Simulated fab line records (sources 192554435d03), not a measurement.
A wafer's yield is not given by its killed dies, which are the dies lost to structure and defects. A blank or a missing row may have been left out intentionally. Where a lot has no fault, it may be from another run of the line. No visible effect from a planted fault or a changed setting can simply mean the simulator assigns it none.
Chamber matching ; flow n5Finfet ; 4 sister chambers for N5_DUMMY_GATE_ETCH_23 on rieSi-01
The step etches poly-Si in HBr/Cl2/O2, target depth 41 nm, time 22.3 s. 8 wafers are shown with their chamber, then 7 later ones without.

WAFERS PAIRED WITH THEIR CHAMBERS
wafer;chamber;heBacksideLeakSccm (sccm);rfFwdPowerW (W)
L086.2;0;2.97;793
L086.6;1;2.78;796
L087.2;0;2.88;797
L088.1;2;2.91;783
L088.5;2;2.95;786
L088.6;3;2.38;794
L089.1;1;2.76;799
L089.2;3;2.52;791

WAFERS WITHOUT THEIR CHAMBER
wafer;heBacksideLeakSccm (sccm);rfFwdPowerW (W)
L089.6;2.89;796
L090.1;3.01;790
L090.4;2.82;799
L090.5;2.82;795
L095.3;2.59;793
L095.5;2.88;795
L095.6;3.08;790

WHICH CHAMBER EACH ONE RAN IN
wafer;from the rows above;in truth
L089.6;can't be placed: 0 or 1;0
L090.1;can't be placed: 0 or 2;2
L090.4;can't be placed: 1 or 0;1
L090.5;can't be placed: 1 or 0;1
L095.3;can't be placed: 3 or 1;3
L095.5;can't be placed: 0 or 1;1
L095.6;can't be placed: 0 or 2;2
Placed correctly: 0 of 7. Cannot be placed on the basis of these rows: 7; the candidates contain the true chamber in 7. 0 placed wrongly.
How it was worked out, from the rows above alone: a wafer's distance from a chamber is the root of the sum, over the readings, of the square of ((its reading less the chamber's mean) divided by the reading's scatter). The wafer belongs to the nearest chamber; if the next one is less than 2 further off, it can't be placed. The mean given for a chamber averages the wafers shown for that chamber. The scatter is the square root of a quotient: the sum, over the shown wafers, of each reading's squared deviation from its chamber's mean, divided by wafers minus chambers.
